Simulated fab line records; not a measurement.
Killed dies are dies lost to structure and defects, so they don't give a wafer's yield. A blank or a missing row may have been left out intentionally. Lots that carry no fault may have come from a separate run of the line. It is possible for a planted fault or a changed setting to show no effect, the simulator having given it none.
A sampling plan put to the test -- flow n5_finfet -- one fab line, 5 faults that these records tell of, each judged on the records of the lots that it struck
Plan = the line's own looks (route steps where a gauge or an inspection reads the wafer without altering it). A look can be judged if struck wafers have a number there and the file gives its usual mean and standard deviation on fault-free wafers. Caught: 4 or more of those standard deviations (sigma) separate the usual mean from the mean of the struck wafers at a look after the fault's first step. On the tool: the test repeated on the tool's own readings taken at the fault's steps. If the struck wafers alone have a blank record, or they carry another recipe, that too counts as caught.

THE FAULTS, as the simulator had put them in
1. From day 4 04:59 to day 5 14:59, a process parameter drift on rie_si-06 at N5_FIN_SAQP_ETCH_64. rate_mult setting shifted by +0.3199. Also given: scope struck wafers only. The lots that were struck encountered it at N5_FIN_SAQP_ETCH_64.
2. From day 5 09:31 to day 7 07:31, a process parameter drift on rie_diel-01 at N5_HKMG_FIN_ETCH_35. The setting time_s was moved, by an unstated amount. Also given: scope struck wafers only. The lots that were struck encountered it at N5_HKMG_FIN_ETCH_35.
3. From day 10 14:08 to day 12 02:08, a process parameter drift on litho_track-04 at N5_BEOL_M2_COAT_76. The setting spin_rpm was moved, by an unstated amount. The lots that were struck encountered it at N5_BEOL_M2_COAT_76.
4. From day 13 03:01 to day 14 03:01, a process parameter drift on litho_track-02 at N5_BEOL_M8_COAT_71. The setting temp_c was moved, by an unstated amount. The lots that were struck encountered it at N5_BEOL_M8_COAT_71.
5. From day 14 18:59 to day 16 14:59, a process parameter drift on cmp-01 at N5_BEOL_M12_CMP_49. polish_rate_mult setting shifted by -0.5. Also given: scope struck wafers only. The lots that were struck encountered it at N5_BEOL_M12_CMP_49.

WHAT THE PLAN SAW
fault,on the tool itself,first look that catches it,"reading, sigma",median hours from its first step to that look,hours from the fault's start to the first struck lot there,judged looks passed uncaught
1,oes_product_au +12 sigma,not the one look that can be judged after it,-,-,-,1
2,run_length_s -99 or beyond sigma,no look after it can be judged,-,-,-,0
3,spin_speed_rpm +35 sigma,not the one look that can be judged after it,-,-,-,1
4,plate_temp_C -15 sigma,no look after it can be judged,-,-,-,0
5,overpolish_run_s -99 or beyond sigma,N5_BEOL_M12_THK_MEAS_50,M12_THK +53,0.3,16,0
A dash: the fault isn't caught, or these records don't give the number.

Caught at a look: 1 of 5. Caught on the tool: 5 of 5. By one or the other: 5 of 5.
Faults caught by the tool alone: 1, 2, 3, 4.

THINNER SAMPLING
Were the look that catches a fault to measure just every second or every third lot (counted by lot number), the first struck lot would, at worst, be measured this late:
fault,"struck lots at that look, in order of time",every lot,every second lot,every third lot
5,"L238, L237",16 h,22 h,may miss all 2
Hours: fault start to first struck lot measured. Since the struck wafers were tested as one group against 4 sigma, a single lot by itself may lie under the limit. Other struck lots may not be in these records.

THE LONGEST TIMED WAY FROM STEP TO LOOK
Fault 5: a median of 0.3 hours passes between N5_BEOL_M12_CMP_49 and N5_BEOL_M12_THK_MEAS_50. No look between them can be judged.
